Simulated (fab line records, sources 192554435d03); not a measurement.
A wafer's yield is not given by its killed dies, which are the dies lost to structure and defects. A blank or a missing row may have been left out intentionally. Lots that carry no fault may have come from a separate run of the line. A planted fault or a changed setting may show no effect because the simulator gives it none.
fab line records    flow n5-finfet
record: lots: 5  wafers: 15  last-day: 19
route steps=1938 shown BEOL_M15@1774
lots that met no fault: taken from a fault-free run of the same line
start-h: hours from the record's opening day to when the first of the lot's shown wafers began    wait-h: time in hours since the lot's previous step    " identical to the entry in the row above    L1.1+2: several wafers, shown together as one row    - no value present, or no start provided    * or withheld: withheld    < > ~ a bound
route shown NAME@n: NAME is a module with steps in the file, n the number in the route of the first one    usual: mean and standard deviation over wafers with no fault    same: alike in all rows    chamber/n: place in a boat    sites: readings site by site    _std_site: standard deviation across them    _edge_site: mean of outer sites minus mean of inner sites    radius-mm: for every site, how far away it sits from the centre of the wafer    mask NAME#n: copy n    behind: tool/chamber where the wafer was last shaped    hold: the reason the lot was held/the length of the hold in hours/how it ended    device: the transistor (n, p or np) that didn't switch    end of line: the route-end tests of the same wafers    where a step has no rows: the recipe by itself    killed: count of dies lost to structure and defects at first sort (not the wafer's yield)    map: dies across one wafer; x = killed, . = not, _ = none there
set.NAME: the run value of the setting; set.NAME@STEP: its run value at that earlier step    model.NAME: the simulator's own value behind a step, which no gauge read
lots seen at some steps along the route; tables by step, rows by wafer
services: from which hour (start-h, from the record's first day; less than 0 if before it) a tool's chamber was out of use, for how many hours, and why
== steps ==
step: N5_BEOL_M15_THK_MEAS_01
recipe: reads: SiO2_of_BEOL_M15_ILD_DEP_00
usual: M15_ILD_THK: 1629/24
lot.wafer  tool           chamber  start-h  wait-h  M15_ILD_THK[nm]
L074.1     film-metro-02  -        274.81   0.1     1634
L074.3     "              -        "        "       1608
L074.5     "              -        "        "       1664
L083.2     film-metro-02  -        359.51   0.1     1568
L083.4     "              -        "        "       1591
L083.6     "              -        "        "       1618
L084.1     film-metro-02  -        376.68   0.1     1631
L084.2     "              -        "        "       1633
L084.4     "              -        "        "       1643
L090.1     film-metro-01  -        396.72   0.1     1604
L090.2     "              -        "        "       1663
L090.3     "              -        "        "       1634
L095.1     film-metro-01  -        429.47   0.1     1633
L095.4     "              -        "        "       1643
L095.5     "              -        "        "       1614
step: N5_BEOL_M15_COAT_58
recipe: resist: BARC  temp-c: 205  time-s: 60  spin-rpm: 1500  resist-thk-nm: 89
lot.wafer   tool            chamber  start-h  wait-h
L074.1+3+5  litho-track-02  0        274.84   0.0
L083.2+4+6  litho-track-02  0        359.55   0.0
L084.1+2+4  litho-track-02  0        376.72   0.0
L090.1+2+3  litho-track-03  0        396.75   0.0
L095.1+4+5  litho-track-02  0        429.50   0.0
step: N5_BEOL_M15_COAT_04
recipe: spin-rpm: 1704  resist-thk-nm: 800
lot.wafer   tool            chamber  start-h  wait-h
L074.1+3+5  litho-track-02  0        -        -
L083.2+4+6  litho-track-02  0        -        -
L084.1+2+4  litho-track-02  0        -        -
L090.1+2+3  litho-track-03  0        -        -
L095.1+4+5  litho-track-02  0        -        -
step: N5_BEOL_M15_EBR_06
recipe: solvent: PGMEA  ebr-width-mm: 1.5
lot.wafer   tool            chamber  start-h  wait-h
L074.1+3+5  litho-track-02  0        -        -
L083.2+4+6  litho-track-02  0        -        -
L084.1+2+4  litho-track-02  0        -        -
L090.1+2+3  litho-track-03  0        -        -
L095.1+4+5  litho-track-02  0        -        -
step: N5_BEOL_M15_SOFTBAKE_05
recipe: temp-c: 130  time-s: 60
lot.wafer   tool            chamber  start-h  wait-h
L074.1+3+5  litho-track-02  0        -        -
L083.2+4+6  litho-track-02  0        -        -
L084.1+2+4  litho-track-02  0        -        -
L090.1+2+3  litho-track-03  0        -        -
L095.1+4+5  litho-track-02  0        -        -
step: N5_BEOL_M15_EXPOSE_07
recipe: mask-id: V14  na: 0.8  source-shape: annular  sigma-inner: 0.5  sigma-outer: 0.8  polarization: unpolarized  attpsm-phase-deg: 180  dose-mj: 41.25
lot.wafer   tool            chamber  start-h  wait-h  mask
L074.1+3+5  krf-scanner-02  0        274.94   -       V14#0
L083.2+4+6  krf-scanner-02  0        359.78   -       V14#0
L084.1+2+4  krf-scanner-01  0        376.94   -       V14#0
L090.1+2+3  krf-scanner-02  0        396.85   -       V14#0
L095.1+4+5  krf-scanner-02  0        429.72   -       V14#0
step: N5_BEOL_M15_PEB_08
recipe: peb-temp-c: 130  peb-time-s: 90
same: peb-time-s: 90
lot.wafer   tool            chamber  start-h  wait-h
L074.1+3+5  litho-track-02  0        274.99   0.1
L083.2+4+6  litho-track-02  0        359.83   0.0
L084.1+2+4  litho-track-02  0        377.00   0.1
L090.1+2+3  litho-track-02  0        396.91   0.1
L095.1+4+5  litho-track-03  0        429.78   0.1
step: N5_BEOL_M15_DEVELOP_09
recipe: develop-time-s: 45  rinse-liquid: diw  dry: air-spin  dev-temp-c: 21
lot.wafer   tool            chamber  start-h  wait-h
L074.1+3+5  litho-track-02  0        -        -
L083.2+4+6  litho-track-02  0        -        -
L084.1+2+4  litho-track-02  0        -        -
L090.1+2+3  litho-track-02  0        -        -
L095.1+4+5  litho-track-03  0        -        -
step: N5_BEOL_M15_HARDBAKE_14
recipe: temp-c: 130  time-s: 120
lot.wafer   tool            chamber  start-h  wait-h
L074.1+3+5  litho-track-02  0        -        -
L083.2+4+6  litho-track-02  0        -        -
L084.1+2+4  litho-track-02  0        -        -
L090.1+2+3  litho-track-02  0        -        -
L095.1+4+5  litho-track-03  0        -        -
step: N5_BEOL_M15_CD_MEAS_10
recipe: target-cd-nm: 360  landing-energy-ev: 500  detector: se-inlens  polarity: opening
usual: cd-nm: 361.5/1.7
lot.wafer  tool       chamber  start-h  wait-h  cd-nm
L074.1     cd-sem-02  0        275.11   -       361.6
L074.3     "          0        "        "       363.5
L074.5     "          0        "        "       359.1
L083.2     cd-sem-03  0        359.94   -       361.3
L083.4     "          0        "        "       359.7
L083.6     "          0        "        "       358.2
L084.1     cd-sem-01  0        377.11   -       357.4
L084.2     "          0        "        "       360.9
L084.4     "          0        "        "       363.6
L090.1     cd-sem-01  0        397.02   -       363.0
L090.2     "          0        "        "       360.3
L090.3     "          0        "        "       358.2
L095.1     cd-sem-03  0        429.89   -       363.2
L095.4     "          0        "        "       363.9
L095.5     "          0        "        "       361.4
step: N5_BEOL_M15_OVL_MEAS_11
recipe: points-per-wafer: 44
usual: V14_OVL: 2/5.7
same: points-per-wafer: 44
lot.wafer  tool        chamber  start-h  wait-h  V14_OVL[nm]
L074.1     overlay-01  0        275.14   0.0     4
L074.3     "           0        "        "       2
L074.5     "           0        "        "       4
L083.2     overlay-01  0        359.97   0.0     8
L083.4     "           0        "        "       4
L083.6     "           0        "        "       5
L084.1     overlay-02  0        377.14   0.0     -5
L084.2     "           0        "        "       9
L084.4     "           0        "        "       -1
L090.1     overlay-01  0        397.05   0.0     2
L090.2     "           0        "        "       5
L090.3     "           0        "        "       2
L095.1     overlay-02  0        429.92   0.0     -6
L095.4     "           0        "        "       7
L095.5     "           0        "        "       1
step: N5_BEOL_M15_INSPECT_12
recipe: mode: adi  inspect-instrument: macro
usual: raw-defect-count: 2.1/1.5
lot.wafer  tool               chamber  start-h  wait-h  raw-defect-count
L074.1     defect-inspect-01  -        275.16   0.0     1
L074.3     "                  -        "        "       3
L074.5     "                  -        "        "       2
L083.2     defect-inspect-01  -        360.00   0.0     5
L083.4     "                  -        "        "       3
L083.6     "                  -        "        "       1
L084.1     defect-inspect-01  -        377.17   0.0     7
L084.2     "                  -        "        "       3
L084.4     "                  -        "        "       4
L090.1     defect-inspect-01  -        397.08   0.0     0
L090.2     "                  -        "        "       4
L090.3     "                  -        "        "       2
L095.1     defect-inspect-01  -        429.95   0.0     2
L095.4     "                  -        "        "       2
L095.5     "                  -        "        "       1
step: N5_BEOL_M15_DESCUM_15
recipe: chemistry: O2  time-s: 7.9  source-power-w: 50  bias-power-w: 20  pressure-mtorr: 20  rf-frequency-hz: 2.712e+07  temp-c: 40  o2-flow-sccm: 225
usual: bias-power-w: 20.00/0.061  drypump-motor-current-A: 5.6/0.45  oes-product-au: 0.82/0.098  rf-vpp-V: 243.5/1.6  showerhead-plenum-p-Torr: 2.11/0.084  throttle-valve-pct: 20.27/0.23
lot.wafer  tool         chamber  start-h  wait-h  bias-power-w  drypump-motor-current-A  oes-product-au  rf-hours-counter-h  rf-vpp-V  showerhead-plenum-p-Torr  throttle-valve-pct
L074.1     rie-diel-02  3        275.20   0.0     19.97         6.0                      0.70            221                 242.0     1.98                      20.45
L074.3     "            2        "        "       20.08         5.6                      0.72            219                 244.3     2.17                      20.35
L074.5     "            2        "        "       20.05         5.6                      0.72            -                   244.4     2.17                      20.33
L083.2     rie-diel-02  3        360.05   0.1     19.98         6.0                      0.68            246                 241.1     1.97                      20.49
L083.4     "            1        "        "       20.05         6.4                      0.72            -                   241.9     2.00                      20.63
L083.6     "            2        "        "       20.00         5.6                      0.70            -                   243.3     2.16                      20.39
L084.1     rie-diel-02  3        377.20   0.0     19.89         6.0                      0.68            254                 240.7     1.97                      20.50
L084.2     "            1        "        "       20.01         6.4                      0.71            187                 241.6     2.00                      20.63
L084.4     "            1        "        "       19.96         6.4                      0.71            -                   241.0     2.00                      20.65
L090.1     rie-diel-05  1        397.33   0.2     20.04         5.4                      0.78            114                 243.7     2.18                      20.16
L090.2     "            3        "        "       19.96         4.9                      0.92            22                  243.6     2.13                      20.16
L090.3     "            0        "        "       20.04         5.6                      0.86            54                  243.4     2.06                      20.50
L095.1     rie-diel-05  2        430.16   0.2     19.98         5.6                      0.88            52                  245.7     2.24                      20.42
L095.4     "            3        "        "       20.01         4.9                      0.90            32                  244.6     2.13                      20.17
L095.5     "            3        "        "       19.91         4.9                      0.91            -                   243.3     2.13                      20.17
step: N5_BEOL_M15_ETCH_59
recipe: chemistry: N2/H2  target: BARC  target-depth-a: 890  overetch-a: 267  time-s: 67.9  ion-energy-ev: 200  pressure-mtorr: 30  source-w: 840  bias-w: 150  n2-flow-sccm: 200  h2-flow-sccm: 200
usual: drypump-motor-current-A: 5.6/0.45  oes-product-au: 0.70/0.076  rf-vpp-V: 524.6/2.9  showerhead-plenum-p-Torr: 2.56/0.1  throttle-valve-pct: 17.63/0.21
lot.wafer  tool         chamber  start-h  wait-h  drypump-motor-current-A  oes-product-au  rf-hours-counter-h  rf-vpp-V  showerhead-plenum-p-Torr  throttle-valve-pct
L074.1     rie-diel-02  3        275.24   0.0     6.0                      0.61            221                 522.0     2.39                      17.75
L074.3     "            2        "        "       5.6                      0.62            219                 525.6     2.62                      17.84
L074.5     "            2        "        "       5.6                      0.61            -                   526.5     2.62                      17.84
L083.2     rie-diel-02  3        360.09   0.0     6.0                      0.60            246                 519.1     2.38                      17.77
L083.4     "            1        "        "       6.4                      0.62            -                   521.8     2.41                      17.95
L083.6     "            2        "        "       5.6                      0.60            -                   526.5     2.61                      17.87
L084.1     rie-diel-02  3        377.24   0.0     6.0                      0.59            254                 518.9     2.37                      17.79
L084.2     "            1        "        "       6.5                      0.62            187                 519.6     2.41                      17.95
L084.4     "            1        "        "       6.4                      0.62            -                   520.4     2.41                      17.95
L090.1     rie-diel-05  1        397.36   0.0     5.4                      0.67            114                 528.3     2.66                      17.56
L090.2     "            3        "        "       5.0                      0.79            22                  525.7     2.57                      17.38
L090.3     "            0        "        "       5.6                      0.73            54                  522.2     2.48                      17.75
L095.1     rie-diel-05  2        430.20   0.0     5.6                      0.74            52                  527.8     2.68                      17.59
L095.4     "            3        "        "       5.0                      0.77            32                  526.0     2.56                      17.40
L095.5     "            3        "        "       5.0                      0.77            -                   526.2     2.57                      17.38
step: N5_BEOL_M15_VIA_ETCH_16
recipe: chemistry: C4F8/O2/Ar  target: SiO2  he-inner-torr: 15  he-outer-torr: 30  target-depth-a: 17922  time-s: withheld  ion-energy-ev: 800  pressure-mtorr: 20  source-w: 1905  bias-w: 2040  Ar_flow_sccm: 400  C4F8_flow_sccm: 16  O2_flow_sccm: 12  ends: cleared
usual: drypump-motor-current-A: 5.6/0.45  he-outer-torr: 30.00/0.057  oes-product-au: 0.74/0.088  rf-vpp-V: 2246/24  showerhead-plenum-p-Torr: 3.47/0.12  throttle-valve-pct: 30.68/0.26
lot.wafer  tool         chamber  start-h  wait-h  drypump-motor-current-A  he-outer-torr  oes-product-au  rf-vpp-V  showerhead-plenum-p-Torr  throttle-valve-pct
L074.1     rie-diel-02  3        275.29   0.0     6.0                      30.00          0.64            2219      3.29                      30.92
L074.3     "            2        "        "       5.6                      30.06          0.64            2241      3.50                      30.38
L074.5     "            2        "        "       5.5                      29.91          0.64            2242      3.50                      30.39
L083.2     rie-diel-02  3        360.14   0.0     6.0                      29.91          0.62            2217      3.28                      30.94
L083.4     "            1        "        "       6.5                      30.06          0.65            2234      3.31                      31.10
L083.6     "            2        "        "       5.5                      30.08          0.61            2240      3.49                      30.39
L084.1     rie-diel-02  3        377.29   0.0     6.0                      30.02          0.62            2214      3.27                      30.95
L084.2     "            1        "        "       6.5                      29.96          0.64            2233      3.30                      31.11
L084.4     "            1        "        "       6.4                      30.00          0.64            2233      3.30                      31.10
L090.1     rie-diel-05  1        397.42   0.0     5.4                      30.00          0.73            2272      3.62                      30.76
L090.2     "            3        "        "       5.0                      30.10          0.84            2274      3.51                      30.69
L090.3     "            0        "        "       5.6                      30.02          0.78            2201      3.34                      30.70
L095.1     rie-diel-05  2        430.25   0.0     5.6                      29.95          0.79            2256      3.63                      30.78
L095.4     "            3        "        "       5.0                      29.93          0.80            2274      3.50                      30.70
L095.5     "            3        "        "       5.0                      29.96          0.80            2273      3.50                      30.70
step: N5_BEOL_M15_STRIP_63
recipe: chemistry: O2  power-w: 600  temp-c: 60  pressure-mtorr: 30  rf-frequency-hz: 6e+07  bias-power-w: 0  overash-fraction: 0.3  o2-flow-sccm: 225
usual: drypump-motor-current-A: 5.6/0.45  oes-product-au: 0.82/0.097  rf-vpp-V: 3.6/0.74  showerhead-plenum-p-Torr: 2.12/0.084  throttle-valve-pct: 16.52/0.24
same: bias-power-w: 0
lot.wafer  tool         chamber  start-h  wait-h  drypump-motor-current-A  oes-product-au  rf-hours-counter-h  rf-vpp-V  showerhead-plenum-p-Torr  throttle-valve-pct
L074.1     rie-diel-02  3        -        -       6.0                      0.70            222                 2.8       1.98                      16.76
L074.3     "            2        "        "       5.6                      0.72            219                 3.8       2.17                      16.67
L074.5     "            2        "        "       5.5                      0.71            -                   2.1       2.17                      16.66
L083.2     rie-diel-02  3        -        -       6.0                      0.68            246                 2.3       1.98                      16.79
L083.4     "            1        "        "       6.5                      0.73            -                   4.9       2.01                      16.89
L083.6     "            2        "        "       5.5                      0.69            -                   3.7       2.16                      16.71
L084.1     rie-diel-02  3        -        -       6.0                      0.68            254                 2.6       1.97                      16.81
L084.2     "            1        "        "       6.5                      0.72            187                 3.3       2.00                      16.87
L084.4     "            1        "        "       6.5                      0.71            -                   3.9       2.00                      16.91
L090.1     rie-diel-05  1        -        -       5.5                      0.80            114                 3.2       2.19                      16.45
L090.2     "            3        "        "       5.0                      0.91            22                  3.0       2.14                      16.36
L090.3     "            0        "        "       5.6                      0.86            54                  6.3       2.06                      16.70
L095.1     rie-diel-05  2        -        -       5.6                      0.89            53                  3.1       2.24                      16.57
L095.4     "            3        "        "       4.9                      0.90            32                  3.7       2.13                      16.39
L095.5     "            3        "        "       5.0                      0.89            -                   3.4       2.14                      16.37
step: N5_BEOL_M15_STRIP_64
recipe: chemistry: O2  power-w: 600  temp-c: 60  pressure-mtorr: 30  rf-frequency-hz: 6e+07  bias-power-w: 0  overash-fraction: 0.3  o2-flow-sccm: 225
usual: drypump-motor-current-A: 5.6/0.45  oes-product-au: 0.82/0.097  rf-vpp-V: 3.6/0.47  showerhead-plenum-p-Torr: 2.12/0.084  throttle-valve-pct: 16.52/0.24
same: bias-power-w: 0
lot.wafer  tool         chamber  start-h  wait-h  drypump-motor-current-A  oes-product-au  rf-hours-counter-h  rf-vpp-V  showerhead-plenum-p-Torr  throttle-valve-pct
L074.1     rie-diel-02  3        -        -       6.0                      0.70            222                 3.9       1.98                      16.75
L074.3     "            2        "        "       5.6                      0.70            219                 3.4       2.17                      16.66
L074.5     "            2        "        "       5.6                      0.71            -                   3.6       2.17                      16.65
L083.2     rie-diel-02  3        -        -       6.0                      0.69            246                 3.8       1.98                      16.81
L083.4     "            1        "        "       6.4                      0.72            -                   3.5       2.01                      16.89
L083.6     "            2        "        "       5.6                      0.70            -                   3.4       2.16                      16.69
L084.1     rie-diel-02  3        -        -       6.0                      0.69            254                 4.6       1.97                      16.83
L084.2     "            1        "        "       6.5                      0.71            188                 3.7       2.00                      16.87
L084.4     "            1        "        "       6.4                      0.72            -                   3.5       2.00                      16.91
L090.1     rie-diel-05  1        -        -       5.4                      0.79            114                 3.7       2.19                      16.47
L090.2     "            3        "        "       5.0                      0.91            22                  3.6       2.14                      16.35
L090.3     "            0        "        "       5.5                      0.86            54                  3.8       2.06                      16.71
L095.1     rie-diel-05  2        -        -       5.6                      0.88            53                  3.2       2.24                      16.59
L095.4     "            3        "        "       4.9                      0.90            32                  3.1       2.13                      16.38
L095.5     "            3        "        "       4.9                      0.90            -                   4.3       2.13                      16.37
step: N5_BEOL_M15_STRIP_65
recipe: chemistry: post-etch-residue-remover  time-s: 60  temp-c: 25  remover-ph: withheld  remover-water-wt-pct: withheld  remover-fluoride-wt-pct: withheld
lot.wafer   tool          chamber  start-h  wait-h
L074.1+3+5  wet-bench-04  4,5,2    275.64   -
L083.2+4+6  wet-bench-04  4,5,2    360.49   -
L084.1+2+4  wet-bench-02  5,2,3    377.64   -
L090.1+2+3  wet-bench-01  0,6,5    397.77   -
L095.1+4+5  wet-bench-01  3,2,0    430.60   -
step: N5_BEOL_M15_SRD_66
recipe: time-s: 30  temp-c: 23  rinse-liquid: diw  dry: n2-spin  spin-rpm: 1500  dry-time-s: 30
lot.wafer   tool          chamber  start-h  wait-h
L074.1+3+5  wet-bench-04  4,5,2    275.66   0.0
L083.2+4+6  wet-bench-04  4,5,2    360.51   0.0
L084.1+2+4  wet-bench-02  5,2,3    377.66   0.0
L090.1+2+3  wet-bench-01  0,6,5    397.79   0.0
L095.1+4+5  wet-bench-01  3,2,0    430.62   0.0
step: N5_BEOL_M15_CD_MEAS_17
recipe: target-cd-nm: 360  polarity: opening
usual: cd-nm: 362.5/2
lot.wafer  tool       chamber  start-h  wait-h  cd-nm
L074.1     cd-sem-02  -        275.70   0.0     363.3
L074.3     "          -        "        "       364.9
L074.5     "          -        "        "       361.6
L083.2     cd-sem-01  -        360.55   0.0     360.2
L083.4     "          -        "        "       360.1
L083.6     "          -        "        "       358.6
L084.1     cd-sem-03  -        377.70   0.0     358.0
L084.2     "          -        "        "       362.0
L084.4     "          -        "        "       363.5
L090.1     cd-sem-02  -        397.83   0.0     363.1
L090.2     "          -        "        "       361.1
L090.3     "          -        "        "       359.5
L095.1     cd-sem-02  -        430.66   0.0     364.2
L095.4     "          -        "        "       366.4
L095.5     "          -        "        "       363.9
step: N5_BEOL_M15_COAT_56
recipe: resist: SOC  temp-c: 250  time-s: 60  spin-rpm: 1500  resist-thk-nm: 550
lot.wafer   tool            chamber  start-h  wait-h
L074.1+3+5  litho-track-04  0        275.74   0.0
L083.2+4+6  litho-track-02  0        360.59   0.0
L084.1+2+4  litho-track-02  0        377.73   0.0
L090.1+2+3  litho-track-04  0        397.86   0.0
L095.1+4+5  litho-track-03  0        430.70   0.0
step: N5_BEOL_M15_ETCH_57
recipe: chemistry: N2/H2  target: SOC  source-w: 3000  bias-w: 350  time-s: 750  ion-energy-ev: 200  pressure-mtorr: 30  n2-flow-sccm: 200  h2-flow-sccm: 200
usual: drypump-motor-current-A: 5.6/0.46  oes-product-au: 0.83/0.096  rf-vpp-V: 524.5/2.8  showerhead-plenum-p-Torr: 2.56/0.099  throttle-valve-pct: 17.52/0.22
lot.wafer  tool         chamber  start-h  wait-h  drypump-motor-current-A  oes-product-au  rf-hours-counter-h  rf-vpp-V  showerhead-plenum-p-Torr  throttle-valve-pct
L074.1     rie-diel-05  1        275.81   -       5.4                      0.83            84                  527.8     2.67                      17.41
L074.3     "            2        "        "       5.6                      0.96            12                  527.5     2.70                      17.41
L074.5     "            2        "        "       5.6                      0.96            -                   529.4     2.70                      17.44
L083.2     rie-diel-02  2        360.65   -       5.6                      0.69            243                 525.8     2.61                      17.76
L083.4     "            1        "        "       6.5                      0.72            -                   520.4     2.41                      17.84
L083.6     "            3        "        "       6.0                      0.69            -                   520.3     2.38                      17.68
L084.1     rie-diel-05  3        377.82   -       4.9                      0.93            18                  525.7     2.57                      17.26
L084.2     "            2        "        "       5.6                      0.89            36                  527.9     2.69                      17.47
L084.4     "            0        "        "       5.6                      0.87            46                  522.1     2.48                      17.61
L090.1     rie-diel-03  3        397.96   -       5.2                      0.76            122                 525.5     2.56                      17.73
L090.2     "            1        "        "       6.4                      0.83            62                  522.0     2.46                      17.30
L090.3     "            2        "        "       5.6                      0.89            40                  525.3     2.59                      17.45
L095.1     rie-diel-03  1        430.76   -       6.4                      0.82            70                  522.9     2.46                      17.31
L095.4     "            0        "        "       5.1                      0.94            16                  524.5     2.59                      17.28
L095.5     "            0        "        "       5.1                      0.93            -                   524.6     2.59                      17.28
step: N5_BEOL_M15_COAT_60
recipe: resist: BARC  temp-c: 205  time-s: 60  spin-rpm: 1500  resist-thk-nm: 89
lot.wafer   tool            chamber  start-h  wait-h
L074.1+3+5  litho-track-04  0        276.31   0.3
L083.2+4+6  litho-track-02  0        361.15   0.3
L084.1+2+4  litho-track-02  0        378.32   0.3
L090.1+2+3  litho-track-03  0        398.46   0.3
L095.1+4+5  litho-track-02  0        431.26   0.3
step: N5_BEOL_M15_COAT_22
recipe: spin-rpm: 1704  resist-thk-nm: 800
lot.wafer   tool            chamber  start-h  wait-h
L074.1+3+5  litho-track-04  0        -        -
L083.2+4+6  litho-track-02  0        -        -
L084.1+2+4  litho-track-02  0        -        -
L090.1+2+3  litho-track-03  0        -        -
L095.1+4+5  litho-track-02  0        -        -
step: N5_BEOL_M15_EBR_24
recipe: solvent: PGMEA  ebr-width-mm: 1.5
lot.wafer   tool            chamber  start-h  wait-h
L074.1+3+5  litho-track-04  0        -        -
L083.2+4+6  litho-track-02  0        -        -
L084.1+2+4  litho-track-02  0        -        -
L090.1+2+3  litho-track-03  0        -        -
L095.1+4+5  litho-track-02  0        -        -
step: N5_BEOL_M15_SOFTBAKE_23
recipe: temp-c: 130  time-s: 60
lot.wafer   tool            chamber  start-h  wait-h
L074.1+3+5  litho-track-04  0        -        -
L083.2+4+6  litho-track-02  0        -        -
L084.1+2+4  litho-track-02  0        -        -
L090.1+2+3  litho-track-03  0        -        -
L095.1+4+5  litho-track-02  0        -        -
step: N5_BEOL_M15_EXPOSE_25
recipe: mask-id: M15  na: 0.8  source-shape: annular  sigma-inner: 0.5  sigma-outer: 0.8  polarization: unpolarized  target-cd-nm: 400  dose-mj: 35.5
lot.wafer   tool            chamber  start-h  wait-h  mask
L074.1+3+5  krf-scanner-01  0        276.54   -       M15#0
L083.2+4+6  krf-scanner-01  0        361.38   -       M15#0
L084.1+2+4  krf-scanner-02  0        378.55   -       M15#0
L090.1+2+3  krf-scanner-01  0        398.68   -       M15#0
L095.1+4+5  krf-scanner-02  0        431.49   -       M15#0
step: N5_BEOL_M15_PEB_26
recipe: peb-temp-c: 130  peb-time-s: 90
same: peb-time-s: 90
lot.wafer   tool            chamber  start-h  wait-h
L074.1+3+5  litho-track-02  0        276.59   0.1
L083.2+4+6  litho-track-02  0        361.43   0.0
L084.1+2+4  litho-track-02  0        378.60   0.1
L090.1+2+3  litho-track-04  0        398.74   0.1
L095.1+4+5  litho-track-04  0        431.54   0.1
step: N5_BEOL_M15_DEVELOP_27
recipe: develop-time-s: 45  rinse-liquid: diw  dry: air-spin  dev-temp-c: 21
lot.wafer   tool            chamber  start-h  wait-h
L074.1+3+5  litho-track-02  0        -        -
L083.2+4+6  litho-track-02  0        -        -
L084.1+2+4  litho-track-02  0        -        -
L090.1+2+3  litho-track-04  0        -        -
L095.1+4+5  litho-track-04  0        -        -
step: N5_BEOL_M15_HARDBAKE_32
recipe: temp-c: 130  time-s: 120
lot.wafer   tool            chamber  start-h  wait-h
L074.1+3+5  litho-track-02  0        -        -
L083.2+4+6  litho-track-02  0        -        -
L084.1+2+4  litho-track-02  0        -        -
L090.1+2+3  litho-track-04  0        -        -
L095.1+4+5  litho-track-04  0        -        -
== services ==
tool            chamber  start-h  hours  kind
rie-diel-05     1        270.40   3.0    repair
krf-scanner-02  -        271.57   0.8    pm
rie-diel-02     0        274.42   7.1    repair
krf-scanner-02  -        289.44   2.5    repair
krf-scanner-01  -        321.41   1.0    pm
krf-scanner-01  -        329.90   1.0    pm
rie-diel-05     1        330.57   3.3    repair
rie-diel-05     -        333.75   0.4    repair
wet-bench-01    -        334.77   5.5    repair
krf-scanner-02  -        335.72   1.3    pm
krf-scanner-01  -        348.95   4.4    pm
rie-diel-02     0        350.54   31.6   repair
krf-scanner-02  -        356.16   0.2    repair
krf-scanner-01  -        363.72   1.3    pm
krf-scanner-02  -        370.79   3.6    pm
rie-diel-05     -        385.81   4.3    pm
rie-diel-05     3        390.15   6.0    repair
krf-scanner-02  -        395.47   0.8    pm
krf-scanner-01  -        396.79   0.8    pm
wet-bench-01    -        402.48   2.6    repair
krf-scanner-02  -        413.00   1.0    pm
rie-diel-05     0        416.65   2.6    repair
rie-diel-02     -        427.79   2.8    pm
rie-diel-02     1        430.95   4.9    repair
== key ==
fault none
